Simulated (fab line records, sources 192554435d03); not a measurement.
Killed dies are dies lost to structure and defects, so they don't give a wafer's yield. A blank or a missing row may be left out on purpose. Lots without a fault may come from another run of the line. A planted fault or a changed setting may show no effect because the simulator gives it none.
Split-lot experiment | flow n5_finfet | 7 lots, 21 wafers read, on a route of 1938 steps

THE SPLIT
At N5_MOL_CONTACT_COAG_COAT_63 (time 60 s, resist thk 10 nm), the setting spin_rpm was moved away from the recipe's 1500 rpm on 5 of the 21 wafers read, by -10.9% to +4.7%. The other wafers ran this setting at the recipe's value.

The reading is taken at the split's own step.

THE READING
SiARC_of_MOL_CONTACT_COAG_COAT_63.thk_nm (the simulator's own value, which no gauge read), in nm, at N5_MOL_CONTACT_COAG_COAT_63 (time 60 s, resist thk 10 nm). The file gives no usual value for it.

wafer  | tool, chamber at the split | spin_rpm as run, rpm | against the recipe | SiARC_of_MOL_CONTACT_COAG_COAT_63.thk_nm, nm | against lot-mates on the recipe
L076.2 | litho_track-04, 0          | 1500                 | recipe             | 10                                           | -
L076.3 | litho_track-04, 0          | 1500                 | recipe             | 10                                           | -
L076.5 | litho_track-04, 0          | 1500                 | recipe             | 10                                           | -
L078.1 | litho_track-02, 0          | 1500                 | recipe             | 10                                           | -
L078.6 | litho_track-02, 0          | 1500                 | recipe             | 10                                           | -
L078.2 | litho_track-02, 0          | 1570                 | +4.7%              | 9.8                                          | -0.2
L082.2 | litho_track-01, 0          | 1500                 | recipe             | 10                                           | -
L082.3 | litho_track-01, 0          | 1500                 | recipe             | 10                                           | -
L082.4 | litho_track-01, 0          | 1500                 | recipe             | 10                                           | -
L083.1 | litho_track-01, 0          | 1500                 | recipe             | 10                                           | -
L083.2 | litho_track-01, 0          | 1500                 | recipe             | 10                                           | -
L083.5 | litho_track-01, 0          | 1405                 | -6.3%              | 10.4                                         | +0.4
L085.1 | litho_track-04, 0          | 1337                 | -10.9%             | 10.6                                         | +0.6
L085.2 | litho_track-04, 0          | 1337                 | -10.9%             | 10.6                                         | +0.6
L085.5 | litho_track-04, 0          | 1500                 | recipe             | 10                                           | -
L090.1 | litho_track-02, 0          | 1381                 | -7.9%              | 10.4                                         | +0.4
L090.5 | litho_track-02, 0          | 1500                 | recipe             | 10                                           | -
L090.6 | litho_track-02, 0          | 1500                 | recipe             | 10                                           | -
L093.1 | litho_track-02, 0          | 1500                 | recipe             | 10                                           | -
L093.3 | litho_track-02, 0          | 1500                 | recipe             | 10                                           | -
L093.5 | litho_track-02, 0          | 1500                 | recipe             | 10                                           | -

THE FIT
A straight line over all 21 wafers: SiARC_of_MOL_CONTACT_COAG_COAT_63.thk_nm changes by -0.0541 nm for each +1% of spin_rpm; r = -1.00; the points scatter about the line by 0.019 nm.
The same after taking each lot's own level away (the mean of its wafers on the recipe; 21 wafers): -0.0541 nm for each +1%; r = -1.00; scatter 0.019 nm.
On that fit, the largest move of spin_rpm shifts the reading by 0.59 nm.
The lots' own levels span 10.00 to 10.00 nm.
So the lot-to-lot level changes the slope little: the two slopes agree.
Check: with one of the wafers moved furthest among these (-10.9%) left out of the fit, the line predicts +0.589 nm for it against its lot-mates. It came out at +0.6 nm against them.

OTHER SPLITS ON THESE WAFERS
These wafers also went through other splits before the reading. Each is held against what the fit with the lots' levels taken away leaves over:
other split on the same wafers          | wafers away from the commonest value | r with SiARC_of_MOL_CONTACT_COAG_COAT_63.thk_nm (lot level and that fit taken away)
N5_ZERO_LAYER_EXPOSE_08 dose_mj         | 6                                    | +0.43
N5_ZERO_LAYER_DEVELOP_10 develop_time_s | 5                                    | -0.15
N5_FIN_SAQP_PECVD_48 time_s             | 5                                    | +0.07
N5_FIN_SAQP_PECVD_06 time_s             | 8                                    | -0.04
N5_FIN_CUT_CUT_ETCH_26 time_s           | 5                                    | +0.08
N5_DUMMY_GATE_EXPOSE_12 dose_mj         | 9                                    | +0.08
N5_DUMMY_GATE_DESCUM_20 time_s          | 5                                    | -0.36
N5_SD_EPI_P_EXPOSE_06 dose_mj           | 4                                    | -0.11
N5_HKMG_FIN_COAT_43 spin_rpm            | 8                                    | -0.48

THE FILE'S OWN FIT
SiARC_of_MOL_CONTACT_COAG_COAT_63.thk_nm changes by -0.0542 nm for each +1% of spin_rpm, r = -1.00.
